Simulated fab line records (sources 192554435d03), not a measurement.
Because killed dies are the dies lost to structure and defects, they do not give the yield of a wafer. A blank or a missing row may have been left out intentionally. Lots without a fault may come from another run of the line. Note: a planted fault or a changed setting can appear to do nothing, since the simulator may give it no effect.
Which of the tools did it? | flow n5_finfet | 11 lots (33 wafers sampled), 1 step of a 1938-step route

== WHAT EACH GAUGE READ, for each wafer ==
N5_BEOL_M11_CD_MEAS_11: target cd 64.1 nm.
lot  | measured     | on        | cd_nm (nm)
L426 | day 12 10:30 | cd_sem-02 | 64.2 64.0 63.6
L425 | day 12 10:42 | cd_sem-03 | 64.1 63.6 63.9
L428 | day 13 02:58 | cd_sem-01 | 64.0 64.9 64.7
L427 | day 13 07:11 | cd_sem-02 | 63.5 63.8 64.0
L429 | day 13 11:09 | cd_sem-01 | 64.3 64.1 64.0
L436 | day 14 17:56 | cd_sem-02 | 64.4 64.3 64.9
L442 | day 16 03:51 | cd_sem-03 | 63.9 63.9 64.3
L444 | day 16 13:32 | cd_sem-02 | 63.8 64.0 63.4
L445 | day 17 12:26 | cd_sem-02 | 64.4 64.4 64.0
L446 | day 17 17:50 | cd_sem-03 | 64.1 64.6 64.8
L447 | day 18 12:43 | cd_sem-03 | 64.1 65.0 63.8

== EACH LOT AND THE TOOL THAT RAN IT (in order: tool; ch and the chambers of the sampled wafers; start) ==
No process step before these readings appears in the record.

== WHAT THE TOOLS THEMSELVES READ (means of the sampled wafers that have a number; where no wafer has one, the mark that the record gives instead) ==
The record holds no such reading with a usual standard deviation.

== THE ANSWER, worked out from the rows above alone ==
Rule: what is usual is taken from the lots themselves. The widest of any qualifying gaps counts: lots, ordered by their means at a reading, are off when they make up no more than a third of the lots, leave a main group of 4 or more, and stand apart from it by 3 or more times the standard deviation of that group's means. The tables above print the reading to a certain number of digits; a main group whose means all agree to those digits is not used. Also off: a lot with no number at a reading for which 4 or more lots have one. Any other lot the step has rows for is counted as sound. First the gauges in route order, then the tools' own readings, where a lot's mean is used as printed above. At the first step where some lot is off, the reading lying furthest off is the one used; lots without a number count as furthest.
Across all readings shown, no lot is off: no conclusion can be drawn from this.

== WHAT WAS PUT IN BY THE SIMULATOR ==
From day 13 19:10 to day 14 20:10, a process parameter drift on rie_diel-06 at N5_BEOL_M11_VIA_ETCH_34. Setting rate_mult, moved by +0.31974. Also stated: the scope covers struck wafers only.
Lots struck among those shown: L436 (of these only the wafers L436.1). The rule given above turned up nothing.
